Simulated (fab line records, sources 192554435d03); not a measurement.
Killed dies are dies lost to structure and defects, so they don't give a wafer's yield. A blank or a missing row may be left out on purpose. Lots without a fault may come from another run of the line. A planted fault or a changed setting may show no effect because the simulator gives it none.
Split-lot experiment | flow n5_finfet | 7 lots, 21 wafers read, on a route of 1938 steps

THE SPLIT
At N5_BEOL_M2_COAT_67 (time 60 s, resist thk 60 nm), the setting spin_rpm was moved away from the recipe's 1500 rpm on 5 of the 21 wafers read, by -8.7% to +8.9%. The other wafers ran this setting at the recipe's value.

The reading is taken at the split's own step.

THE READING
SOC_of_BEOL_M2_COAT_67.thk_nm (the simulator's own value, which no gauge read), in nm, at N5_BEOL_M2_COAT_67 (time 60 s, resist thk 60 nm). The file gives no usual value for it. The 16 wafers here that ran the recipe average 60.0 nm, standard deviation 0.14 nm.

wafer  | tool, chamber at the split | spin_rpm as run, rpm | against the recipe | SOC_of_BEOL_M2_COAT_67.thk_nm, nm | against lot-mates on the recipe
L075.2 | litho_track-01, 0          | 1633                 | +8.9%              | 57.4                              | -2.8
L075.3 | litho_track-01, 0          | 1500                 | recipe             | 60.2                              | -
L075.5 | litho_track-01, 0          | 1633                 | +8.9%              | 57.6                              | -2.6
L077.1 | litho_track-01, 0          | 1500                 | recipe             | 59.8                              | -
L077.2 | litho_track-01, 0          | 1500                 | recipe             | 59.6                              | -
L077.3 | litho_track-01, 0          | 1500                 | recipe             | 60                                | -
L081.3 | litho_track-04, 0          | 1500                 | recipe             | 59.8                              | -
L081.5 | litho_track-04, 0          | 1370                 | -8.7%              | 62.8                              | +3.0
L081.6 | litho_track-04, 0          | 1370                 | -8.7%              | 62.6                              | +2.8
L085.1 | litho_track-01, 0          | 1500                 | recipe             | 60                                | -
L085.4 | litho_track-01, 0          | 1500                 | recipe             | 60                                | -
L085.3 | litho_track-01, 0          | 1500                 | recipe             | 60.2                              | -
L090.2 | litho_track-04, 0          | 1500                 | recipe             | 60                                | -
L090.4 | litho_track-04, 0          | 1500                 | recipe             | 60                                | -
L090.6 | litho_track-04, 0          | 1500                 | recipe             | 60                                | -
L092.1 | litho_track-04, 0          | 1500                 | recipe             | 60                                | -
L092.4 | litho_track-04, 0          | 1500                 | recipe             | 60                                | -
L092.6 | litho_track-04, 0          | 1500                 | recipe             | 60                                | -
L097.1 | litho_track-01, 0          | 1500                 | recipe             | 60                                | -
L097.3 | litho_track-01, 0          | 1500                 | recipe             | 60                                | -
L097.2 | litho_track-01, 0          | 1405                 | -6.3%              | 62.2                              | +2.2

THE FIT
A straight line over all 21 wafers: SOC_of_BEOL_M2_COAT_67.thk_nm changes by -0.302 nm for each +1% of spin_rpm; r = -0.99; the points scatter about the line by 0.16 nm.
The same after taking each lot's own level away (the mean of its wafers on the recipe; 21 wafers): -0.322 nm for each +1%; r = -1.00; scatter 0.11 nm.
On that fit, the largest move of spin_rpm shifts the reading by 2.9 nm.
The lots' own levels span 59.80 to 60.20 nm, that is 2.9 times the standard deviation above.
So the lot-to-lot level changes the slope little: the two slopes agree.
Check: with one of the wafers moved furthest among these (+8.9%) left out of the fit, the line predicts -2.83 nm for it against its lot-mates. It came out at -2.8 nm against them.

OTHER SPLITS ON THESE WAFERS
These wafers also went through other splits before the reading. Each is held against what the fit with the lots' levels taken away leaves over:
other split on the same wafers            | wafers away from the commonest value | r with SOC_of_BEOL_M2_COAT_67.thk_nm (lot level and that fit taken away)
N5_GATE_CUT_DESCUM_18 time_s              | 6                                    | +0.09
N5_MOL_CONTACT_COAG_EXPOSE_37 dose_mj     | 9                                    | +0.07
N5_MOL_CONTACT_COAG_ALD_133 ald_cycles    | 9                                    | -0.13
N5_BEOL_M0_SAQP_SPACER1_ALD_98 ald_cycles | 6                                    | -0.01
N5_BEOL_M0_SAQP_EXPOSE_37 dose_mj         | 6                                    | -0.13
N5_BEOL_M0_SAQP_DESCUM_45 time_s          | 6                                    | +0.10

THE FILE'S OWN FIT
SOC_of_BEOL_M2_COAT_67.thk_nm changes by -0.325 nm for each +1% of spin_rpm, r = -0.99.
